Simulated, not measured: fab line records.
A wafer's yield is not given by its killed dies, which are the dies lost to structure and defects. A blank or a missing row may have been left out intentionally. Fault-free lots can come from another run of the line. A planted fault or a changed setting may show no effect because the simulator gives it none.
fab line records	flow nand_harc	part 2 of 2: steps 30 to 42 of 42
record lots=5	wafers=15	last_day=33
route steps=1302 shown P_ZERO_WELL@68 P_STI@69 P_GATE@110
lots with no fault: from the same line, run without faults
start_h: the number of hours between the record's first day and the start of the first shown wafer of the lot	wait_h: how many hours have passed since the lot's step before this one	" unchanged from the row above	L1.1+2: a row that stands for several wafers	- no value, or no start was given	* or withheld: withheld	< > ~ a bound
route shown NAME@n: a module of which the file shows steps, and the number in the route of the first	usual: average and standard deviation across the fault-free wafers	same: alike in all rows	chamber/n: place in a boat	sites: each site's reading	_std_site: standard deviation of those values	_edge_site: mean of outer sites minus mean of inner sites	radius_mm: for every site, how far away it sits from the centre of the wafer	mask NAME#n: copy n	behind: the most recent tool/chamber to have shaped the wafer	hold: the reason the lot was held/the length of the hold in hours/how it ended	device: transistor that didn't switch, given as n, p or np	end of line: at the end of the route, the tests of the same wafers	step lacking rows: just its recipe	killed: dies that structure and defects cost at the first sort, which is not the same as the wafer's yield	map: a wafer's dies, x killed, . not, _ none there
set.NAME: the setting that was run; set.NAME@STEP: the one run at that earlier step	model.NAME: the simulator's own value behind a step, which no gauge read
certain route steps with their lots: each step a table, each wafer a row
services: a tool's chamber out of use, with start hour (start_h, from the record's first day; less than 0 if before it), hours out, and reason
## steps
# step NHARC_P_STI_OXIDE_33
# recipe target_thk_a=100	temp_c=1000	ox_time_s=281	material=SiO2
# usual spike_tc_bottom_C=1016.9/1.6
lot.wafer	tool	chamber	start_h	wait_h	spike_tc_bottom_C
L080.2	furnace-06	0	108.19	5.0	1018.4
L080.3	"	0	"	"	1018.8
L080.5	"	0	"	"	1017.7
L089.2	furnace-08	0	199.15	4.5	1014.4
L089.3	"	0	"	"	1018.0
L089.5	"	0	"	"	1014.5
L091.1	furnace-08	0	218.07	3.9	1019.1
L091.3	"	0	"	"	1016.6
L091.4	"	0	"	"	1016.6
L093.1	furnace-05	0	242.48	5.1	1015.5
L093.2	"	0	"	"	1015.4
L093.6	"	0	"	"	1015.2
L097.2	furnace-08	0	283.41	4.6	1017.3
L097.3	"	0	"	"	1017.3
L097.6	"	0	"	"	1016.5
# step NHARC_P_STI_HDPCVD_20
# recipe target_thk_a=withheld	sigma_open_frac=withheld	material=SiO2
lot.wafer	tool	chamber	start_h	wait_h
L080.2+3+5	hdpcvd-01	0,0,1	112.81	0.4
L089.2+3+5	hdpcvd-01	0,0,1	203.95	0.5
L091.1+4+3	hdpcvd-01	1,1,0	222.81	0.4
L093.1+2+6	hdpcvd-01	1,0,1	247.16	0.4
L097.2+3+6	hdpcvd-01	1	288.01	0.4
# step NHARC_P_STI_ANNEAL_34
# recipe temp_c=1000	time_s=1800
# usual spike_tc_bottom_C=1016.9/1.8
lot.wafer	tool	chamber	start_h	wait_h	spike_tc_bottom_C
L080.2	furnace-06	0	117.06	4.2	1021.8
L080.3	"	0	"	"	1018.0
L080.5	"	0	"	"	1018.8
L089.2	furnace-08	0	207.41	3.4	1016.3
L089.3	"	0	"	"	1017.2
L089.5	"	0	"	"	1016.6
L091.1	furnace-05	0	228.42	5.5	1015.7
L091.3	"	0	"	"	1015.9
L091.4	"	0	"	"	1016.3
L093.1	furnace-08	0	251.77	4.5	1017.3
L093.2	"	0	"	"	1016.6
L093.6	"	0	"	"	1017.5
L097.2	furnace-08	0	291.56	3.5	1014.8
L097.3	"	0	"	"	1016.9
L097.6	"	0	"	"	1016.1
# step NHARC_P_STI_CMP_21
# recipe t_overpolish_s=20	target_thk_nm=380.67
# usual motor_current_A=12.4/1.7	overpolish_run_s=19.999/0.0096	slurry_filter_dp_kPa=13.51/0.14
lot.wafer	tool	chamber	start_h	wait_h	motor_current_A	overpolish_run_s	slurry_filter_dp_kPa
L080.3	cmp-03	2	121.96	0.4	12.8	19.998	13.52
L080.2	"	1	"	"	13.1	19.985	13.56
L080.5	"	2	"	"	12.3	19.991	13.38
L089.3	cmp-02	3	212.37	0.4	10.0	20.000	13.50
L089.2	"	1	"	"	12.1	19.997	13.52
L089.5	"	3	"	"	10.9	19.985	13.60
L091.4	cmp-04	0	233.29	0.4	10.5	20.001	13.25
L091.3	"	2	"	"	12.4	20.015	13.36
L091.1	"	3	"	"	12.6	19.995	13.35
L093.2	cmp-02	0	256.57	0.4	14.4	20.002	13.35
L093.1	"	2	"	"	11.1	19.996	13.68
L093.6	"	1	"	"	11.8	20.008	13.55
L097.3	cmp-04	0	296.54	0.4	10.3	20.006	13.40
L097.2	"	1	"	"	15.1	19.992	13.31
L097.6	"	0	"	"	10.3	20.009	13.39
# step NHARC_P_STI_SRD_35
lot.wafer	tool	chamber	start_h	wait_h
L080.2+3+5	wet_bench-06	5,7,0	122.26	0.0
L089.2+3+5	wet_bench-06	7,1,3	212.65	0.0
L091.3+4+1	wet_bench-06	1,2,3	233.61	0.1
L093.1+6+2	wet_bench-06	5,7,2	256.87	0.0
L097.6+3+2	wet_bench-07	2,4,5	296.85	0.0
# step NHARC_P_STI_ETCH_36
# recipe target_depth_a=388	chemistry=dHF	material=SiO2
lot.wafer	tool	chamber	start_h	wait_h
L080.2+3+5	wet_bench-06	5,7,0	122.29	0.0
L089.2+3+5	wet_bench-06	7,1,3	212.67	0.0
L091.3+4+1	wet_bench-06	1,2,3	233.63	0.0
L093.1+6+2	wet_bench-06	5,7,2	256.90	0.0
L097.6+3+2	wet_bench-07	2,4,5	296.87	0.0
# step NHARC_P_STI_STRIP_24
# recipe temp_c=160	chemistry=H3PO4	material=Si3N4
lot.wafer	tool	chamber	start_h	wait_h
L080.2+3+5	wet_bench-06	5,7,0	122.30	0.0
L089.2+3+5	wet_bench-06	7,1,3	212.69	0.0
L091.3+4+1	wet_bench-06	1,2,3	233.65	0.0
L093.1+6+2	wet_bench-06	5,7,2	256.91	0.0
L097.6+3+2	wet_bench-07	2,4,5	296.89	0.0
# step NHARC_P_STI_ETCH_37
# recipe target_depth_a=110	chemistry=dHF	material=SiO2
lot.wafer	tool	chamber	start_h	wait_h
L080.2+3+5	wet_bench-06	5,7,0	-	-
L089.2+3+5	wet_bench-06	7,1,3	-	-
L091.3+4+1	wet_bench-06	1,2,3	-	-
L093.1+6+2	wet_bench-06	5,7,2	-	-
L097.6+3+2	wet_bench-07	2,4,5	-	-
# step NHARC_P_STI_PRECLEAN_38
# recipe time_s=*	temp_c=50	bath_age_min=0	chemistry=SC1
# usual sc1_h2o2_end_mol_l=0.3697/0.0007
lot.wafer	tool	chamber	start_h	wait_h	sc1_h2o2_end_mol_l
L080.2	wet_bench-06	5	-	-	0.3689
L080.3	"	7	"	"	0.3693
L080.5	"	0	"	"	0.3711
L089.2	wet_bench-06	7	-	-	0.3695
L089.3	"	1	"	"	0.3705
L089.5	"	3	"	"	0.3701
L091.3	wet_bench-06	1	-	-	0.3703
L091.4	"	2	"	"	0.3698
L091.1	"	3	"	"	0.3707
L093.1	wet_bench-06	5	-	-	0.3703
L093.6	"	7	"	"	0.3693
L093.2	"	2	"	"	0.3692
L097.6	wet_bench-07	2	-	-	0.3704
L097.3	"	4	"	"	0.3704
L097.2	"	5	"	"	0.3707
# step NHARC_P_STI_SRD_39
lot.wafer	tool	chamber	start_h	wait_h
L080.2+3+5	wet_bench-06	5,7,0	-	-
L089.2+3+5	wet_bench-06	7,1,3	-	-
L091.3+4+1	wet_bench-06	1,2,3	-	-
L093.1+6+2	wet_bench-06	5,7,2	-	-
L097.6+3+2	wet_bench-07	2,4,5	-	-
# step NHARC_P_STI_OXIDE_40
# recipe target_thk_a=100	temp_c=900	ox_time_s=1362	material=SiO2
# usual spike_tc_bottom_C=917.6/1.6
lot.wafer	tool	chamber	start_h	wait_h	spike_tc_bottom_C
L080.2	furnace-06	0	124.57	-	919.2
L080.3	"	0	"	"	920.2
L080.5	"	0	"	"	918.8
L089.2	furnace-06	0	216.74	-	920.7
L089.3	"	0	"	"	918.7
L089.5	"	0	"	"	917.1
L091.1	furnace-08	0	238.19	-	916.4
L091.3	"	0	"	"	916.8
L091.4	"	0	"	"	917.2
L093.1	furnace-05	0	264.53	-	914.9
L093.2	"	0	"	"	915.1
L093.6	"	0	"	"	917.0
L097.2	furnace-05	0	300.75	-	914.7
L097.3	"	0	"	"	915.7
L097.6	"	0	"	"	915.8
# step NHARC_P_STI_INSPECT_25
# usual raw_defect_count=213/78
lot.wafer	tool	chamber	start_h	wait_h	raw_defect_count
L080.2	defect_inspect-02	-	128.64	0.4	200
L080.3	"	-	"	"	269
L080.5	"	-	"	"	136
L089.2	defect_inspect-02	-	220.77	0.4	161
L089.3	"	-	"	"	221
L089.5	"	-	"	"	275
L091.1	defect_inspect-02	-	242.27	0.4	182
L091.3	"	-	"	"	209
L091.4	"	-	"	"	120
L093.1	defect_inspect-01	-	268.60	0.4	339
L093.2	"	-	"	"	289
L093.6	"	-	"	"	147
L097.2	defect_inspect-02	-	304.83	0.4	100
L097.3	"	-	"	"	126
L097.6	"	-	"	"	154
# step NHARC_P_GATE_ETCH_69
# recipe target_depth_a=140	chemistry=dHF	material=SiO2
lot.wafer	tool	chamber	start_h	wait_h
L080.2+5+3	wet_bench-03	7,0,2	128.70	0.1
L089.3+2+5	wet_bench-03	4,5,7	220.86	0.1
L091.3+4+1	wet_bench-03	1,3,5	242.32	0.0
L093.2+1+6	wet_bench-03	2,4,5	268.65	0.0
L097.3+6+2	wet_bench-02	7,0,1	304.92	0.1
## services
tool	chamber	start_h	hours	kind
litho_track-07	-	76.00	7.0	pm
rie_diel-11	-	78.50	9.0	pm
wet_bench-05	-	84.80	8.0	pm
litho_track-03	-	100.00	7.0	pm
rie_si-05	1	109.44	5.9	repair
furnace-05	-	116.91	26.0	pm
litho_track-05	-	124.01	7.0	pm
rie_si-05	-	128.00	9.0	pm
rie_diel-11	1	130.38	6.5	repair
rie_si-05	-	141.89	0.1	repair
rie_diel-09	-	143.15	9.0	pm
rie_diel-11	0	158.18	23.2	repair
wet_bench-07	-	160.01	8.0	pm
rie_diel-09	1	161.59	4.5	repair
rie_diel-11	3	163.94	6.1	repair
rie_diel-09	0	173.08	5.4	repair
hdpcvd-01	-	185.00	13.0	pm
wet_bench-06	-	193.60	8.0	pm
wet_bench-07	-	223.42	1.0	repair
litho_track-07	-	251.00	7.0	pm
rie_diel-11	-	255.50	9.0	pm
wet_bench-05	-	260.80	8.0	pm
litho_track-03	-	275.00	7.0	pm
litho_track-05	-	299.01	7.0	pm
